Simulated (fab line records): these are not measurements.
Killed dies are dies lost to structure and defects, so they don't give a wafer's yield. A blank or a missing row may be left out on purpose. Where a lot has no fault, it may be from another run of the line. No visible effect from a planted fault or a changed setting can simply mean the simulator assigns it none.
Chamber matching :: flow nand harc :: rie diel-04 running NHARC_A_WL_FILL_STRIP_29: 4 sister chambers
The step strips in O2, time 20 s. 4 wafers are shown with their chamber, then 8 later ones without.

== WAFERS WITH THEIR CHAMBER ==
wafer: L081.2
chamber: 2
showerhead plenum p Torr (Torr): 3.60

wafer: L090.3
chamber: 3
showerhead plenum p Torr (Torr): 3.43

wafer: L090.6
chamber: 1
showerhead plenum p Torr (Torr): 3.39

wafer: L093.1
chamber: 0
showerhead plenum p Torr (Torr): 3.34

== WAFERS WITH NO CHAMBER GIVEN ==
wafer: L093.2
showerhead plenum p Torr (Torr): 3.43

wafer: L093.6
showerhead plenum p Torr (Torr): 3.40

wafer: L091.1
showerhead plenum p Torr (Torr): 3.43

wafer: L091.4
showerhead plenum p Torr (Torr): 3.33

wafer: L091.6
showerhead plenum p Torr (Torr): 3.60

wafer: L097.2
showerhead plenum p Torr (Torr): 3.33

wafer: L097.4
showerhead plenum p Torr (Torr): 3.39

wafer: L097.6
showerhead plenum p Torr (Torr): 3.43

== CHAMBER TAKEN BY EACH ==
wafer: L093.2
from the rows above: 3
in truth: 3

wafer: L093.6
from the rows above: 1
in truth: 1

wafer: L091.1
from the rows above: 3
in truth: 3

wafer: L091.4
from the rows above: 0
in truth: 0

wafer: L091.6
from the rows above: 2
in truth: 2

wafer: L097.2
from the rows above: 0
in truth: 0

wafer: L097.4
from the rows above: 1
in truth: 1

wafer: L097.6
from the rows above: 3
in truth: 3
Placed correctly: 8 of 8. Can't be placed from these rows: 0. Number placed wrongly: 0.
How it was worked out, from the rows above alone: a wafer's distance from a chamber is the root of the sum, over the readings, of the square of ((its reading less the chamber's mean) divided by the reading's scatter). If the next closest chamber is less than 2 further off than the closest, the wafer can't be placed; otherwise it belongs to the closest. Each chamber's mean is taken over the wafers shown for it. The scatter: with one shown wafer a chamber, the root of the mean of the squares of how far each hidden wafer lies from its nearest shown one.
